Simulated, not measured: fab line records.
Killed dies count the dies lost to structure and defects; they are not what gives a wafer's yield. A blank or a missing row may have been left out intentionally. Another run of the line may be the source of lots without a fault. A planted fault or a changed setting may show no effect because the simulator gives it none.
Matching of chambers | flow nandHarc | rieDiel-07 running NHARC_P_GATE_DESCUM_93: 4 sister chambers
The step chemistry O2, time 3 s. 22 wafers are shown with their chamber, then 11 later ones without.

== WAFERS PAIRED WITH THEIR CHAMBERS ==
wafer  | chamber | showerheadPlenumPTorr (Torr) | drypumpMotorCurrentA (A) | oesProductAu (a.u.)
L076.1 | 2       | 1.81                         | 5.3                      | 0.994
L076.4 | 0       | 1.84                         | 5.7                      | 0.997
L076.5 | 0       | 1.84                         | 5.6                      | 1.000
L080.1 | 2       | 1.80                         | 5.3                      | 0.995
L080.3 | 3       | 1.83                         | 5.8                      | 0.998
L080.4 | 0       | 1.84                         | 5.6                      | 1.000
L080.2 | 1       | 1.91                         | 5.1                      | 1.009
L080.5 | 3       | 1.83                         | 5.7                      | 1.002
L080.6 | 2       | 1.80                         | 5.3                      | 1.005
L081.1 | 3       | 1.84                         | 5.7                      | 0.992
L081.5 | 3       | 1.83                         | 5.7                      | 1.000
L081.6 | 1       | 1.91                         | 5.1                      | 1.010
L085.1 | 0       | 1.84                         | 5.6                      | 1.012
L085.3 | 3       | 1.83                         | 5.7                      | 0.997
L085.4 | 2       | 1.80                         | 5.3                      | 0.988
L087.4 | 2       | 1.80                         | 5.3                      | 0.997
L087.5 | 2       | 1.80                         | 5.3                      | 0.990
L087.6 | 1       | 1.91                         | 5.1                      | 0.996
L090.1 | 1       | 1.91                         | 5.1                      | 0.991
L090.2 | 3       | 1.83                         | 5.7                      | 0.994
L090.6 | 3       | 1.83                         | 5.7                      | 0.999
L091.1 | 3       | 1.83                         | 5.8                      | 0.994

SIGNATURES, as means of the wafers listed above
reading               | chamber 0 | chamber 1 | chamber 2 | chamber 3 | scatter within a chamber
showerheadPlenumPTorr | 1.8400    | 1.9100    | 1.8017    | 1.8313    | 0.00308
drypumpMotorCurrentA  | 5.625     | 5.100     | 5.300     | 5.725     | 0.0354
oesProductAu          | 1.00225   | 1.00150   | 0.99483   | 0.99700   | 0.00607
Rule: a wafer's distance from a chamber is the root of the sum, over the readings, of the square of ((its reading less the chamber's mean) divided by the reading's scatter). The wafer belongs to the nearest chamber; if the next one is less than 2 further off, it can't be placed. The scatter is the square root of a quotient: the sum, over the shown wafers, of each reading's squared deviation from its chamber's mean, divided by wafers minus chambers.

== WAFERS WITHOUT THEIR CHAMBER ==
wafer  | showerheadPlenumPTorr (Torr) | drypumpMotorCurrentA (A) | oesProductAu (a.u.)
L091.2 | 1.80                         | 5.3                      | 0.991
L091.6 | 1.91                         | 5.1                      | 0.996
L094.1 | 1.83                         | 5.6                      | 0.989
L094.2 | 1.91                         | 5.1                      | 0.998
L094.6 | 1.80                         | 5.4                      | 0.988
L095.2 | 1.83                         | 5.7                      | 1.015
L095.5 | 1.83                         | 5.7                      | 1.011
L095.6 | 1.83                         | 5.7                      | 1.012
L097.3 | 1.80                         | 5.3                      | 0.992
L097.4 | 1.83                         | 5.7                      | 1.016
L097.6 | 1.91                         | 5.1                      | 0.980

== CHAMBER TAKEN BY EACH ==
wafer  | from the rows above     | in truth
L091.2 | 2                       | 2
L091.6 | 1                       | 1
L094.1 | can't be placed: 3 or 0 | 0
L094.2 | 1                       | 1
L094.6 | 2                       | 2
L095.2 | can't be placed: 3 or 0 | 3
L095.5 | can't be placed: 3 or 0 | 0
L095.6 | can't be placed: 3 or 0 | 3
L097.3 | 2                       | 2
L097.4 | can't be placed: 3 or 0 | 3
L097.6 | 1                       | 1
Placed correctly: 6 of 11. Unplaceable from these rows: 5, with the true chamber sitting among the candidates in 5. Placed wrongly: 0.
